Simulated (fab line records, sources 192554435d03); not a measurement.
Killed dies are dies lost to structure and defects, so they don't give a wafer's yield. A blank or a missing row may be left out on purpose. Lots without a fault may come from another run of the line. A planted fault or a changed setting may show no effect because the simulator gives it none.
One fault seen from 3 desks | flow n5_finfet | each desk has only its own numbers; what lay behind them comes last

THE DEFECT DESK
What the inspections along the route counted, lot by lot: means of the sampled wafers that have a number. A lot is out of limits, marked OUT, if its mean lies more than 4 standard deviations from the usual mean; the brackets give that distance.
Columns: A = raw_defect_count at N5_BEOL_M8_INSPECT_13, usual 433
lot  | first seen here | A
L120 | day 10 20:38    | 392
L125 | day 12 12:32    | 498
L126 | day 13 02:16    | 660
L129 | day 13 17:08    | 452
L130 | day 13 20:10    | 646
L132 | day 14 04:26    | 410
L135 | day 14 21:39    | 419
This desk's finding: nothing out of limits on any of the 7 lots.

THE TOOL OWNER'S DESK: rie_diel-02
The tool's own readings at N5_BEOL_M8_DESCUM_16 (chemistry O2, time 7.9 s): means of the sampled wafers that have a number, for each lot that ran on this tool. A lot is out of limits, marked OUT, if its mean lies more than 4 standard deviations from the usual mean; the brackets give that distance.
Columns: A = bias_power_w at N5_BEOL_M8_DESCUM_16, usual 20.01 W; B = drypump_motor_current_A at N5_BEOL_M8_DESCUM_16, usual 5.7 A; C = oes_product_au at N5_BEOL_M8_DESCUM_16, usual 0.76 a.u.; D = rf_vpp_V at N5_BEOL_M8_DESCUM_16, usual 243.3 V; E = showerhead_plenum_p_Torr at N5_BEOL_M8_DESCUM_16, usual 2.12 Torr; F = throttle_valve_pct at N5_BEOL_M8_DESCUM_16, usual 20.6 %
lot  | first seen here | A     | B   | C    | D     | E    | F
L125 | day 12 12:42    | 19.98 | 6.0 | 0.83 | 243.2 | 2.11 | 20.4
L126 | day 13 02:19    | 20.05 | 5.7 | 0.82 | 242.2 | 2.06 | 20.4
L130 | day 13 20:26    | 19.95 | 5.8 | 0.75 | 243.5 | 2.13 | 20.7
L132 | day 14 04:29    | 19.93 | 5.5 | 0.70 | 243.1 | 2.08 | 20.9
This desk's finding: nothing out of limits on any of the 4 lots.

THE METROLOGY DESK
What the gauges read, lot by lot, whatever tool the lot ran on: means of the sampled wafers that have a number. A lot is out of limits, marked OUT, if its mean lies more than 4 standard deviations from the usual mean; the brackets give that distance.
Columns: A = cd_nm at N5_BEOL_M8_CD_MEAS_11, usual 38.4 nm; B = M8_OVL at N5_BEOL_M8_OVL_MEAS_12, usual -0.3 nm
lot  | first seen here | A    | B
L120 | day 10 20:35    | 37.9 | -0.2
L125 | day 12 12:29    | 38.1 | -0.2
L126 | day 13 02:13    | 38.2 | -0.7
L129 | day 13 17:05    | 38.4 | 0.2
L130 | day 13 20:06    | 38.9 | -0.5
L132 | day 14 04:23    | 38.5 | -0.8
L135 | day 14 21:36    | 37.7 | -0.3
This desk's finding: nothing out of limits on any of the 7 lots.

PUT TOGETHER
The defect desk saw nothing out of limits.
The tool owner's desk saw nothing out of limits.
The metrology desk saw nothing out of limits.

WHAT THE SIMULATOR HAD PUT IN
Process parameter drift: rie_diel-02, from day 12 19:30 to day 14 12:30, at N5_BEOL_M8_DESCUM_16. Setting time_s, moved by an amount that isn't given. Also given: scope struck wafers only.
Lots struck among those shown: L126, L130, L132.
